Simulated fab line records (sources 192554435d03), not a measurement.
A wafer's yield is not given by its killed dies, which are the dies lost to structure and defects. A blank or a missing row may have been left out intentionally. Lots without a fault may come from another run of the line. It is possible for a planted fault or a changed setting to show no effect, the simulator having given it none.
Chamber matching | flow n5-finfet | N5_BEOL_M11_ETCH_66 on rie-diel-04 has 4 sister chambers
The step etches SOC in N2/H2, target depth 120 nm, overetch 24 nm, time 180 s. 4 wafers are shown with their chamber, then 7 later ones without.

== WAFERS WITH THEIR CHAMBER ==
wafer  | chamber | throttle-valve-pct (%)
L084.2 | 3       | 17.37
L084.4 | 2       | 17.56
L089.4 | 0       | 17.89
L089.5 | 1       | 18.15

== WAFERS MISSING THEIR CHAMBER ==
wafer  | throttle-valve-pct (%)
L089.6 | 17.59
L094.1 | 17.41
L094.5 | 17.60
L094.6 | 17.42
L095.1 | 18.19
L095.2 | 17.93
L095.4 | 17.62

== WHICH CHAMBER EACH WENT THROUGH ==
wafer  | from the rows above | in truth
L089.6 | 2                   | 2
L094.1 | 3                   | 3
L094.5 | 2                   | 2
L094.6 | 3                   | 3
L095.1 | 1                   | 1
L095.2 | 0                   | 0
L095.4 | 2                   | 2
Correct placement for 7 of the 7. Left unplaced by these rows: 0. 0 placed wrongly.
How it was worked out, from the rows above alone: a wafer's distance from a chamber is the root of the sum, over the readings, of the square of ((its reading less the chamber's mean) divided by the reading's scatter). If the next closest chamber is less than 2 further off than the closest, the wafer can't be placed; otherwise it belongs to the closest. Each chamber's mean is taken over the wafers shown for it. The scatter (one wafer shown for each chamber): square how far every hidden wafer sits from the nearest shown wafer, average those squares and take the square root.
